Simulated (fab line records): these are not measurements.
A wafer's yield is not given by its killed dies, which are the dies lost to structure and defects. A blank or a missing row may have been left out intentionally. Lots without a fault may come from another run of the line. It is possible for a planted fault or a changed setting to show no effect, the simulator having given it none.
fab line records	flow n5_finfet	part 1 of 2: steps 1 to 4 of 6
record: lots: 21	wafers: 63	last_day: 17
route steps=1938 shown BEOL_M2@879
lots untouched by any fault: they come from a run of this same line in which no faults occurred
start_h: hours from the record's first day to the start of the lot's first wafer shown	wait_h: hours elapsed since this lot's preceding step	" identical to the entry in the row above	L1.1+2: a row that stands for several wafers	- value missing, or start not given	* or withheld: withheld	< > ~ a bound
route shown NAME@n: names a module that has steps shown in the file, with the first one's number in the route	usual: mean/standard deviation taken from wafers without a fault	same: alike in all rows	chamber/n: place in a boat	sites: readings site by site	_std_site: standard deviation of those values	_edge_site: mean of outer sites minus mean of inner sites	radius_mm: how far each site lies from the wafer's centre	mask NAME#n: copy n	behind: the most recent tool/chamber to have shaped the wafer	hold: cause of the lot's hold/its duration in hours/its outcome	device: the n, p or np transistor that did not switch	end of line: the route-end tests of the same wafers	a step given without rows: its recipe and nothing more	killed: dies that structure and defects cost at the first sort, which is not the same as the wafer's yield	map: dies across one wafer; x = killed, . = not, _ = none there
set.NAME: the run value of the setting; set.NAME@STEP: its run value at that earlier step	model.NAME: the simulator's own value behind a step, which no gauge read
a sample of lots followed through the steps of the route, with each step as a table and each wafer as a row
services: when a tool's chamber went out of use (start_h, in hours from the record's first day, below 0 if earlier), for how many hours, and the reason
== steps ==
step: N5_BEOL_M2_DESCUM_33
recipe: chemistry: O2	time_s: 7	source_power_w: 50	bias_power_w: 20	pressure_mtorr: 20	rf_frequency_hz: 2.712e+07	temp_c: 40	resist: CAR-EUV	o2_flow_sccm: 225
usual: drypump_motor_current_A: 5.8/0.42	oes_product_au: 0.82/0.08	rf_vpp_V: 243.7/1.3	showerhead_plenum_p_Torr: 2.13/0.072	throttle_valve_pct: 20.24/0.22
lot.wafer	tool	chamber	start_h	wait_h	drypump_motor_current_A	oes_product_au	rf_hours_counter_h	rf_vpp_V	showerhead_plenum_p_Torr	throttle_valve_pct
L074.2	rie_diel-06	2	133.77	0.0	5.6	0.78	141	241.6	2.01	20.42
L074.3	"	1	"	"	6.4	0.88	54	243.4	2.22	20.32
L074.4	"	3	"	"	6.6	0.70	217	241.7	1.98	20.08
L075.1	rie_diel-06	2	140.53	0.1	5.6	0.78	143	241.8	2.01	20.41
L075.4	"	1	"	"	6.5	0.88	56	245.1	2.22	20.33
L075.5	"	1	"	"	6.5	0.88	-	244.4	2.22	20.34
L077.2	rie_diel-04	0	148.42	0.0	5.4	0.89	41	243.8	2.14	20.34
L077.3	"	2	"	"	5.9	0.82	81	243.0	2.12	20.59
L077.4	"	2	"	"	6.0	0.82	-	244.4	2.12	20.59
L078.1	rie_diel-05	2	157.90	0.0	5.8	0.94	15	244.1	2.14	19.82
L078.4	"	0	"	"	5.1	0.94	8	245.7	2.23	20.39
L078.5	"	3	"	"	5.9	0.66	-	242.4	2.06	20.57
L080.3	rie_diel-06	0	164.37	0.0	5.9	0.74	148	243.0	2.10	20.29
L080.4	"	2	"	"	5.6	0.77	151	241.2	2.00	20.42
L080.5	"	0	"	"	5.9	0.74	-	244.2	2.10	20.31
L081.3	rie_diel-06	3	181.65	0.0	6.6	0.69	235	241.8	1.97	20.12
L081.5	"	0	"	"	5.9	0.73	-	244.5	2.10	20.33
L081.6	"	1	"	"	6.5	0.85	-	243.7	2.22	20.35
L082.1	rie_diel-05	2	184.82	0.1	5.8	0.93	23	241.7	2.14	19.82
L082.4	"	0	"	"	5.1	0.91	17	245.3	2.23	20.38
L082.6	"	1	"	"	5.7	0.75	-	244.6	2.18	20.19
L083.1	rie_diel-06	2	187.82	0.2	5.6	0.77	159	241.8	2.00	20.44
L083.4	"	1	"	"	6.5	0.86	69	244.2	2.22	20.35
L083.5	"	3	"	"	6.6	0.68	-	241.4	1.97	20.10
L084.1	rie_diel-05	2	200.33	0.0	5.8	0.91	28	242.0	2.14	19.83
L084.2	"	3	"	"	5.9	0.66	249	243.8	2.06	20.60
L084.6	"	1	"	"	5.6	0.75	-	244.8	2.18	20.19
L085.3	rie_diel-05	2	210.94	0.2	5.8	0.91	33	244.5	2.13	19.83
L085.5	"	2	"	"	5.8	0.90	-	244.1	2.13	19.84
L085.6	"	1	"	"	5.6	0.74	-	243.1	2.18	20.19
L086.1	rie_diel-05	0	211.52	0.0	5.1	0.87	26	244.4	2.23	20.41
L086.5	"	1	"	"	5.6	0.73	-	244.2	2.18	20.20
L086.6	"	0	"	"	5.1	0.89	-	243.9	2.22	20.39
L088.2	rie_diel-06	3	218.63	0.1	6.6	0.67	247	241.3	1.97	20.11
L088.5	"	0	"	"	5.9	0.74	-	243.3	2.10	20.32
L088.6	"	3	"	"	6.6	0.68	-	241.3	1.97	20.12
L087.1	rie_diel-05	0	220.59	0.0	5.1	0.89	31	244.0	2.22	20.40
L087.2	"	2	"	"	5.8	0.89	38	244.3	2.13	19.84
L087.3	"	1	"	"	5.7	0.73	153	244.8	2.17	20.21
L090.2	rie_diel-05	0	225.30	0.3	5.1	0.87	33	245.2	2.22	20.42
L090.3	"	2	"	"	5.8	0.89	40	243.5	2.13	19.85
L090.6	"	2	"	"	5.8	0.88	-	244.5	2.13	19.85
L089.1	rie_diel-06	3	225.68	0.2	6.6	0.67	249	242.0	1.97	20.13
L089.4	"	0	"	"	5.9	0.73	169	242.3	2.09	20.34
L089.6	"	1	"	"	6.5	0.84	-	245.1	2.21	20.36
L091.1	rie_diel-04	3	231.97	0.2	5.6	0.91	27	243.6	2.13	20.05
L091.2	"	1	"	"	6.0	0.84	77	244.0	2.12	20.01
L091.3	"	0	"	"	5.4	0.86	66	243.1	2.13	20.36
L092.2	rie_diel-05	0	243.58	0.0	5.0	0.86	42	245.1	2.22	20.43
L092.4	"	2	"	"	5.8	0.87	-	243.9	2.13	19.86
L092.5	"	0	"	"	5.1	0.86	-	244.2	2.22	20.42
L093.1	rie_diel-04	0	245.78	0.2	5.4	0.84	71	242.7	2.12	20.36
L093.5	"	3	"	"	5.6	0.89	-	242.7	2.13	20.07
L093.6	"	2	"	"	5.9	0.78	-	243.2	2.11	20.65
L094.1	rie_diel-05	1	257.12	0.1	5.6	0.72	169	246.3	2.17	20.23
L094.3	"	2	"	"	5.8	0.87	53	243.7	2.13	19.86
L094.4	"	0	"	"	5.1	0.85	48	244.6	2.22	20.44
L096.1	rie_diel-05	3	269.92	0.0	5.9	0.94	11	242.7	2.05	20.22
L096.3	"	2	"	"	5.8	0.86	59	242.1	2.12	19.87
L096.6	"	1	"	"	5.7	0.72	-	245.1	2.17	20.24
L097.3	rie_diel-04	1	278.09	0.0	6.0	0.81	94	243.3	2.11	20.05
L097.4	"	3	"	"	5.6	0.87	43	243.7	2.13	20.08
L097.6	"	1	"	"	6.0	0.80	-	244.1	2.11	20.03
step: N5_BEOL_M2_ETCHBACK_99
recipe: chemistry: CHF3	target: SiO2	target_depth_a: 50	time_s: 10.4	source_w: 215	bias_w: 47	Ar_flow_sccm: 200	CHF3_flow_sccm: 12	ion_energy_ev: 100	pressure_mtorr: 30
usual: drypump_motor_current_A: 5.8/0.39	oes_product_au: 0.81/0.086	rf_vpp_V: 241.6/2.6	showerhead_plenum_p_Torr: 2.18/0.07	throttle_valve_pct: 16.91/0.23
lot.wafer	tool	chamber	start_h	wait_h	drypump_motor_current_A	oes_product_au	rf_hours_counter_h	rf_vpp_V	showerhead_plenum_p_Torr	throttle_valve_pct
L074.2	rie_diel-04	0	134.10	0.1	5.4	0.89	34	247.3	2.20	16.92
L074.3	"	1	"	"	6.0	0.88	41	242.1	2.20	16.65
L074.4	"	3	"	"	5.6	0.68	249	241.4	2.21	17.12
L075.1	rie_diel-04	1	149.10	8.4	6.0	0.88	47	241.6	2.20	16.64
L075.4	"	2	"	"	5.9	0.83	-	242.4	2.18	17.18
L075.5	"	0	"	"	5.4	0.89	-	246.9	2.19	16.95
L077.2	rie_diel-05	1	149.72	1.1	5.6	0.75	127	245.0	2.25	16.85
L077.3	"	2	"	"	5.8	0.95	12	240.6	2.19	16.42
L077.4	"	0	"	"	5.0	0.96	5	242.1	2.30	16.99
L078.1	rie_diel-05	3	159.19	0.9	5.9	0.67	236	242.8	2.12	17.26
L078.4	"	0	"	"	5.1	0.93	8	240.6	2.29	16.99
L078.5	"	3	"	"	5.9	0.67	-	242.4	2.12	17.24
L080.3	rie_diel-04	3	175.05	10.5	5.6	0.97	5	243.2	2.20	16.67
L080.4	"	0	"	"	5.4	0.87	50	245.5	2.19	16.96
L080.5	"	1	"	"	6.0	0.86	-	241.0	2.19	16.65
L081.3	rie_diel-05	0	182.11	0.3	5.0	0.90	16	240.2	2.29	17.00
L081.5	"	2	"	"	5.8	0.91	-	241.2	2.19	16.44
L081.6	"	3	"	"	5.9	0.65	-	243.2	2.12	17.26
L082.1	rie_diel-06	0	185.37	0.2	5.9	0.73	156	236.9	2.15	16.90
L082.4	"	0	"	"	5.9	0.73	-	236.9	2.15	16.90
L082.6	"	2	"	"	5.7	0.76	-	240.8	2.06	17.11
L083.1	rie_diel-05	1	189.29	1.2	5.7	0.73	140	242.6	2.25	16.89
L083.4	"	3	"	"	5.9	0.66	245	241.7	2.12	17.28
L083.5	"	2	"	"	5.8	0.91	-	239.8	2.19	16.45
L084.1	rie_diel-06	2	204.40	3.9	5.6	0.75	163	239.4	2.06	17.11
L084.2	"	3	"	"	6.6	0.68	242	239.8	2.03	16.83
L084.6	"	0	"	"	5.9	0.72	-	235.9	2.14	16.91
L085.3	rie_diel-06	3	213.63	2.5	6.6	0.68	245	240.7	2.03	16.81
L085.5	"	1	"	"	6.4	0.84	-	240.0	2.27	16.96
L085.6	"	2	"	"	5.7	0.76	-	240.2	2.06	17.12
L086.1	rie_diel-06	0	214.07	2.4	5.9	0.72	166	237.7	2.14	16.93
L086.5	"	1	"	"	6.5	0.84	-	241.6	2.27	16.97
L086.6	"	0	"	"	5.9	0.73	-	236.7	2.14	16.93
L088.2	rie_diel-04	2	223.68	3.8	5.9	0.80	108	242.6	2.17	17.26
L088.5	"	3	"	"	5.6	0.91	-	242.7	2.20	16.68
L088.6	"	0	"	"	5.4	0.85	-	246.3	2.18	16.98
L089.1	rie_diel-04	3	231.60	5.7	5.6	0.90	26	241.3	2.20	16.70
L089.4	"	1	"	"	6.0	0.84	77	241.8	2.18	16.70
L089.6	"	2	"	"	5.9	0.79	-	244.4	2.17	17.25
L087.1	rie_diel-05	0	231.64	10.7	5.0	0.87	36	240.3	2.28	17.03
L087.2	"	2	"	"	5.8	0.88	42	239.5	2.18	16.48
L087.3	"	1	"	"	5.6	0.73	158	244.9	2.24	16.91
L090.2	rie_diel-06	2	231.68	6.2	5.6	0.76	172	239.3	2.06	17.14
L090.3	"	1	"	"	6.4	0.85	82	241.0	2.27	16.98
L090.6	"	0	"	"	5.9	0.73	-	237.2	2.14	16.93
L091.1	rie_diel-04	3	235.40	3.2	5.6	0.90	27	241.7	2.19	16.72
L091.2	"	1	"	"	6.0	0.83	78	242.2	2.18	16.72
L091.3	"	2	"	"	5.9	0.78	111	244.1	2.16	17.24
L092.2	rie_diel-06	2	245.90	2.1	5.7	0.74	178	238.4	2.05	17.15
L092.4	"	2	"	"	5.7	0.74	-	241.0	2.06	17.15
L092.5	"	1	"	"	6.4	0.83	-	241.3	2.26	17.00
L093.1	rie_diel-04	2	246.05	0.1	5.8	0.79	116	243.5	2.16	17.25
L093.5	"	0	"	"	5.4	0.83	-	246.0	2.18	16.99
L093.6	"	3	"	"	5.6	0.90	-	242.4	2.19	16.73
L094.1	rie_diel-05	0	267.41	10.1	5.1	0.84	52	240.5	2.28	17.06
L094.3	"	1	"	"	5.7	0.72	173	243.2	2.24	16.95
L094.4	"	2	"	"	5.8	0.86	58	240.9	2.18	16.51
L096.1	rie_diel-06	3	279.16	7.9	6.6	0.96	9	243.7	2.29	16.39
L096.3	"	2	"	"	5.6	0.74	189	240.3	2.05	17.17
L096.6	"	3	"	"	6.6	0.96	-	244.8	2.29	16.39
L097.3	rie_diel-04	2	282.38	4.1	5.9	0.77	128	243.0	2.16	17.28
L097.4	"	3	"	"	5.6	0.87	45	241.5	2.19	16.74
L097.6	"	0	"	"	5.4	0.82	-	246.7	2.18	17.02
step: N5_BEOL_M2_STRIP_36
recipe: chemistry: N2/H2	power_w: 450	temp_c: 40	pressure_mtorr: 20	rf_frequency_hz: 6e+07	overash_fraction: 0.3	bias_power_w: 7	h2_frac: 0.5	n2_flow_sccm: 200	h2_flow_sccm: 200
usual: drypump_motor_current_A: 5.8/0.39	h2_flow_sccm: 199.9/0.64	oes_product_au: 0.82/0.086	rf_vpp_V: 59.3/1.5	showerhead_plenum_p_Torr: 2.57/0.084	throttle_valve_pct: 23.41/0.29
lot.wafer	tool	chamber	start_h	wait_h	drypump_motor_current_A	h2_flow_sccm	oes_product_au	rf_hours_counter_h	rf_vpp_V	showerhead_plenum_p_Torr	throttle_valve_pct
L074.2	rie_diel-04	0	134.30	0.0	5.5	199.6	0.90	34	59.7	2.58	23.28
L074.3	"	1	"	"	6.0	201.5	0.88	41	56.3	2.59	23.08
L074.4	"	3	"	"	5.6	200.3	0.69	249	59.1	2.60	23.57
L075.1	rie_diel-04	1	149.31	0.0	6.0	199.6	0.87	47	58.3	2.59	23.08
L075.4	"	2	"	"	5.9	199.0	0.84	-	61.2	2.57	23.88
L075.5	"	0	"	"	5.5	199.1	0.89	-	59.4	2.58	23.31
L077.2	rie_diel-05	1	149.92	0.0	5.6	199.5	0.74	127	58.6	2.66	23.34
L077.3	"	2	"	"	5.8	199.9	0.95	12	59.9	2.60	22.81
L077.4	"	0	"	"	5.1	200.4	0.96	5	60.1	2.72	23.74
L078.1	rie_diel-05	3	159.39	0.0	5.9	200.6	0.66	236	59.4	2.51	23.72
L078.4	"	0	"	"	5.0	200.0	0.92	8	58.9	2.72	23.75
L078.5	"	3	"	"	5.9	199.7	0.66	-	57.6	2.51	23.72
L080.3	rie_diel-04	3	175.25	0.0	5.6	199.7	0.97	5	60.1	2.60	23.20
L080.4	"	0	"	"	5.4	200.2	0.87	50	59.8	2.57	23.32
L080.5	"	1	"	"	6.0	199.6	0.86	-	59.1	2.58	23.11
L081.3	rie_diel-05	0	182.31	0.0	5.1	199.0	0.91	16	57.7	2.71	23.75
L081.5	"	2	"	"	5.8	198.5	0.93	-	60.5	2.59	22.83
L081.6	"	3	"	"	5.9	200.6	0.66	-	59.6	2.50	23.74
L082.1	rie_diel-06	0	185.57	0.0	5.9	200.9	0.73	157	58.5	2.53	23.42
L082.4	"	0	"	"	5.9	200.9	0.73	-	58.2	2.53	23.41
L082.6	"	2	"	"	5.6	199.3	0.77	-	56.8	2.43	23.62
L083.1	rie_diel-05	1	189.49	0.0	5.7	199.8	0.73	140	60.7	2.65	23.37
L083.4	"	3	"	"	5.9	199.2	0.66	246	61.3	2.50	23.73
L083.5	"	2	"	"	5.8	199.5	0.92	-	60.0	2.59	22.82
L084.1	rie_diel-06	2	204.61	0.0	5.7	199.2	0.76	163	59.1	2.43	23.61
L084.2	"	3	"	"	6.6	200.2	0.67	242	58.6	2.40	23.39
L084.6	"	0	"	"	5.9	200.1	0.73	-	60.0	2.53	23.36
L085.3	rie_diel-06	3	213.83	0.0	6.6	199.6	0.66	245	59.0	2.40	23.38
L085.5	"	1	"	"	6.5	199.2	0.84	-	60.8	2.68	23.58
L085.6	"	2	"	"	5.6	199.8	0.77	-	57.8	2.43	23.58
L086.1	rie_diel-06	0	214.27	0.0	5.9	200.8	0.74	166	60.0	2.53	23.36
L086.5	"	1	"	"	6.5	199.3	0.85	-	59.5	2.68	23.55
L086.6	"	0	"	"	5.9	200.3	0.74	-	59.2	2.53	23.39
L088.2	rie_diel-04	2	223.88	0.0	5.9	200.0	0.79	108	60.5	2.56	23.96
L088.5	"	3	"	"	5.6	201.1	0.92	-	59.2	2.59	23.22
L088.6	"	0	"	"	5.4	200.9	0.85	-	60.0	2.57	23.35
L089.1	rie_diel-04	3	231.81	0.0	5.6	199.9	0.91	27	61.8	2.59	23.24
L089.4	"	1	"	"	6.0	199.8	0.83	77	59.8	2.57	23.07
L089.6	"	2	"	"	5.9	200.2	0.79	-	57.2	2.56	23.96
L087.1	rie_diel-05	0	231.84	0.0	5.1	200.2	0.86	36	58.2	2.70	23.78
L087.2	"	2	"	"	5.8	199.7	0.88	43	60.7	2.59	22.85
L087.3	"	1	"	"	5.7	199.6	0.72	158	61.4	2.65	23.38
L090.2	rie_diel-06	2	231.88	0.0	5.6	199.3	0.75	172	60.7	2.43	23.60
L090.3	"	1	"	"	6.4	199.7	0.85	83	59.2	2.68	23.60
L090.6	"	0	"	"	5.9	200.3	0.73	-	59.0	2.53	23.39
L091.1	rie_diel-04	3	235.60	0.0	5.6	199.1	0.89	28	58.4	2.59	23.24
L091.2	"	1	"	"	6.0	199.0	0.83	78	60.2	2.57	23.12
L091.3	"	2	"	"	5.9	199.5	0.79	111	55.1	2.56	23.98
L092.2	rie_diel-06	2	246.11	0.0	5.6	200.1	0.74	178	57.8	2.43	23.62
L092.4	"	2	"	"	5.6	200.6	0.76	-	58.9	2.42	23.62
L092.5	"	1	"	"	6.4	199.8	0.84	-	61.7	2.68	23.57
L093.1	rie_diel-04	2	246.25	0.0	5.9	200.0	0.78	116	63.4	2.56	23.98
L093.5	"	0	"	"	5.4	199.6	0.85	-	59.3	2.56	23.32
L093.6	"	3	"	"	5.6	199.7	0.89	-	61.7	2.59	23.24
L094.1	rie_diel-05	0	267.61	0.0	5.1	199.1	0.85	52	60.7	2.70	23.77
L094.3	"	1	"	"	5.7	200.4	0.72	173	58.8	2.64	23.40
L094.4	"	2	"	"	5.8	200.5	0.87	58	56.7	2.58	22.86
L096.1	rie_diel-06	3	279.36	0.0	6.6	200.3	0.97	10	57.5	2.71	23.03
L096.3	"	2	"	"	5.6	200.1	0.73	189	57.1	2.42	23.64
L096.6	"	3	"	"	6.6	200.4	0.96	-	61.1	2.71	23.00
L097.3	rie_diel-04	2	282.58	0.0	5.9	199.7	0.78	128	59.0	2.55	23.96
L097.4	"	3	"	"	5.6	199.5	0.89	45	58.3	2.58	23.27
L097.6	"	0	"	"	5.4	199.0	0.84	-	58.9	2.56	23.36
step: N5_BEOL_M2_SPUTTER_79
recipe: material: Cu	target_thk_a: 45	temp_c: -20	chamber_pressure_pa: 0.07	power_w: withheld	time_s: 8.29
usual: substrate_temp_c: -20.02/0.099	throttle_valve_pct: 30.2/0.88
lot.wafer	tool	chamber	start_h	wait_h	substrate_temp_c	throttle_valve_pct
L074.2	pvd_sputter-01	-	135.63	0.1	-19.97	28.9
L074.3	"	-	"	"	-19.80	31.7
L074.4	"	-	"	"	-20.17	31.2
L075.1	pvd_sputter-02	-	150.71	0.1	-20.11	29.6
L075.4	"	-	"	"	-20.06	30.2
L075.5	"	-	"	"	-19.80	31.5
L077.2	pvd_sputter-03	-	152.66	0.1	-19.88	30.9
L077.3	"	-	"	"	-20.00	30.4
L077.4	"	-	"	"	-20.05	30.7
L078.1	pvd_sputter-01	-	162.04	0.1	-19.96	30.2
L078.4	"	-	"	"	-19.97	31.6
L078.5	"	-	"	"	-19.82	30.1
L080.3	pvd_sputter-02	-	177.43	0.1	-20.10	29.8
L080.4	"	-	"	"	-20.04	29.9
L080.5	"	-	"	"	-20.23	31.2
L081.3	pvd_sputter-02	-	183.63	0.1	-20.05	31.6
L081.5	"	-	"	"	-20.05	29.7
L081.6	"	-	"	"	-20.22	30.3
L082.1	pvd_sputter-02	-	187.53	0.1	-19.97	31.3
L082.4	"	-	"	"	-20.07	29.6
L082.6	"	-	"	"	-20.08	29.7
L083.1	pvd_sputter-01	-	192.97	0.1	-20.00	31.0
L083.4	"	-	"	"	-20.09	29.0
L083.5	"	-	"	"	-19.95	30.4
L084.1	pvd_sputter-03	-	207.80	0.1	-19.99	28.5
L084.2	"	-	"	"	-20.19	30.6
L084.6	"	-	"	"	-19.85	30.9
L085.3	pvd_sputter-01	-	215.20	0.1	-20.03	31.1
L085.5	"	-	"	"	-19.97	30.4
L085.6	"	-	"	"	-20.04	28.8
L086.1	pvd_sputter-02	-	216.97	0.1	-19.91	29.8
L086.5	"	-	"	"	-20.03	30.5
L086.6	"	-	"	"	-20.03	29.6
L088.2	pvd_sputter-02	-	226.38	0.1	-19.96	30.3
L088.5	"	-	"	"	-19.90	29.9
L088.6	"	-	"	"	-19.96	30.3
L089.1	pvd_sputter-02	-	233.27	0.1	-20.18	29.5
L089.4	"	-	"	"	-20.05	30.3
L089.6	"	-	"	"	-20.16	30.0
L087.1	pvd_sputter-01	-	233.33	0.1	-19.94	31.6
L087.2	"	-	"	"	-19.94	30.3
L087.3	"	-	"	"	-20.25	29.0
L090.2	pvd_sputter-03	-	234.27	0.1	-20.02	31.0
L090.3	"	-	"	"	-19.92	30.1
L090.6	"	-	"	"	-19.99	31.1
L091.1	pvd_sputter-03	-	237.23	0.1	-20.01	30.5
L091.2	"	-	"	"	-19.97	28.6
L091.3	"	-	"	"	-20.01	30.7
L093.1	pvd_sputter-03	-	248.99	0.1	-19.93	28.4
L093.5	"	-	"	"	-19.83	28.3
L093.6	"	-	"	"	-20.06	30.1
L092.2	pvd_sputter-02	-	249.20	0.1	-20.03	31.4
L092.4	"	-	"	"	-20.14	29.7
L092.5	"	-	"	"	-19.92	31.3
L094.1	pvd_sputter-03	-	269.23	0.1	-20.16	28.3
L094.3	"	-	"	"	-20.00	31.1
L094.4	"	-	"	"	-20.08	30.6
L096.1	pvd_sputter-01	-	282.05	0.1	-20.06	30.8
L096.3	"	-	"	"	-19.93	28.9
L096.6	"	-	"	"	-19.90	30.3
L097.3	pvd_sputter-02	-	283.83	0.1	-19.91	29.6
L097.4	"	-	"	"	-20.02	29.3
L097.6	"	-	"	"	-20.09	30.4
